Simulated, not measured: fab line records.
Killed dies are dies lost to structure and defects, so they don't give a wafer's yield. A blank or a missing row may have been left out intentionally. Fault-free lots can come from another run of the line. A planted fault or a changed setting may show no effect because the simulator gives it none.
Matching of chambers -- flow n5-finfet -- N5_FIN_SAQP_ETCH_52 on rie-diel-01 has 4 sister chambers
The step etches SOC in N2/H2, target depth 100 nm, overetch 20 nm, time 150 s. 16 wafers are shown with their chamber, then 8 later ones without.

== EACH WAFER AND ITS CHAMBER ==
wafer,chamber,showerhead-plenum-p-Torr (Torr),throttle-valve-pct (%),oes-product-au (a.u.)
L075.1,1,2.47,17.95,0.74
L075.2,2,2.40,17.62,0.62
L075.4,0,2.62,17.94,0.64
L078.1,0,2.62,17.95,0.63
L078.4,2,2.40,17.65,0.61
L078.6,3,2.70,18.16,0.78
L080.1,3,2.70,18.20,0.78
L080.3,2,2.40,17.65,0.61
L080.4,0,2.62,17.97,0.63
L086.1,3,2.69,18.21,0.76
L086.3,2,2.39,17.67,0.60
L086.4,0,2.61,17.98,0.62
L087.3,3,2.69,18.23,0.76
L087.5,1,2.46,17.98,0.71
L087.6,3,2.69,18.22,0.75
L089.1,0,2.61,18.00,0.62

SIGNATURES, as means of the wafers listed above
reading,chamber 0,chamber 1,chamber 2,chamber 3,scatter within a chamber
showerhead-plenum-p-Torr,2.6160,2.4650,2.3975,2.6940,0.00552
throttle-valve-pct,17.9680,17.9650,17.6475,18.2040,0.024
oes-product-au,0.6280,0.7250,0.6100,0.7660,0.0117
Rule: a wafer's distance from a chamber is the root of the sum, over the readings, of the square of ((its reading less the chamber's mean) divided by the reading's scatter). If the next closest chamber is less than 2 further off than the closest, the wafer can't be placed; otherwise it belongs to the closest. The scatter: take each reading less its chamber's mean, square it, sum over the shown wafers, divide by the number of wafers less the number of chambers, and take the root.

== WAFERS WITHOUT THEIR CHAMBER ==
wafer,showerhead-plenum-p-Torr (Torr),throttle-valve-pct (%),oes-product-au (a.u.)
L089.4,2.46,17.98,0.72
L089.6,2.71,17.25,0.90
L090.1,2.46,18.00,0.71
L090.2,2.71,17.27,0.89
L090.5,2.69,18.23,0.75
L096.1,2.68,18.27,0.73
L096.3,2.45,18.02,0.69
L096.5,2.70,17.27,0.84

== THE CHAMBER EACH PASSED THROUGH ==
wafer,from the rows above,in truth
L089.4,1,1
L089.6,can't be placed: 3 or 0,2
L090.1,1,1
L090.2,can't be placed: 3 or 0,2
L090.5,3,3
L096.1,3,3
L096.3,1,1
L096.5,can't be placed: 0 or 3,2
Placed correctly: 5 of 8. From these rows, 3 cannot be placed; in 0 the true chamber is one of the candidates. Number placed wrongly: 0.
